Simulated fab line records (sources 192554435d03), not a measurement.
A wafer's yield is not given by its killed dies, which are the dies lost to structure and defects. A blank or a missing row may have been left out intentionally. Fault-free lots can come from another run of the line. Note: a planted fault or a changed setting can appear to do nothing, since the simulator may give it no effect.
Chamber matching -- flow n5-finfet -- 4 sister chambers for N5_PMOS_HMC_CHANNEL_EPI_CMP_21 on cmp-01
The step polishes SiGe30, target thk 54 nm. 24 wafers are shown with their chamber, then 12 later ones without.

== WAFERS WITH THEIR CHAMBER ==
wafer,chamber,motor-current-A (A)
L075.1,1,12.9
L075.4,0,12.4
L075.6,3,12.5
L076.2,3,12.9
L076.4,0,11.4
L076.6,0,11.7
L078.2,0,11.7
L078.4,1,12.7
L078.6,1,12.5
L080.1,1,12.6
L080.5,1,12.8
L080.6,2,10.5
L081.2,3,12.0
L081.3,0,11.7
L081.5,0,12.0
L084.1,0,12.1
L084.2,2,10.9
L084.3,3,12.3
L085.1,3,12.5
L085.4,2,10.4
L085.5,2,10.9
L088.3,0,11.5
L088.4,2,10.2
L088.5,0,12.1

SIGNATURES (means of the wafers above)
reading,chamber 0,chamber 1,chamber 2,chamber 3,scatter within a chamber
motor-current-A,11.844,12.700,10.580,12.440,0.297
Rule: a wafer's distance from a chamber is the root of the sum, over the readings, of the square of ((its reading less the chamber's mean) divided by the reading's scatter). The wafer belongs to the nearest chamber; if the next one is less than 2 further off, it can't be placed. The scatter is the square root of a quotient: the sum, over the shown wafers, of each reading's squared deviation from its chamber's mean, divided by wafers minus chambers.

== WAFERS WHOSE CHAMBER IS MISSING ==
wafer,motor-current-A (A)
L090.2,12.1
L090.5,13.1
L090.6,11.9
L092.2,11.8
L092.3,12.9
L092.4,12.2
L093.2,12.9
L093.3,12.9
L093.4,12.2
L096.1,10.9
L096.2,12.3
L096.6,11.6

== THE CHAMBER EACH PASSED THROUGH ==
wafer,from the rows above,in truth
L090.2,can't be placed: 0 or 3 or 1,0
L090.5,can't be placed: 1 or 3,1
L090.6,can't be placed: 0 or 3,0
L092.2,0,0
L092.3,can't be placed: 1 or 3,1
L092.4,can't be placed: 3 or 0 or 1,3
L093.2,can't be placed: 1 or 3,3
L093.3,can't be placed: 1 or 3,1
L093.4,can't be placed: 3 or 0 or 1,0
L096.1,2,2
L096.2,can't be placed: 3 or 1 or 0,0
L096.6,0,0
Placed correctly: 3 of 12. Can't be placed from these rows: 9 (the true chamber is among the candidates in 9). Placed wrongly: 0.
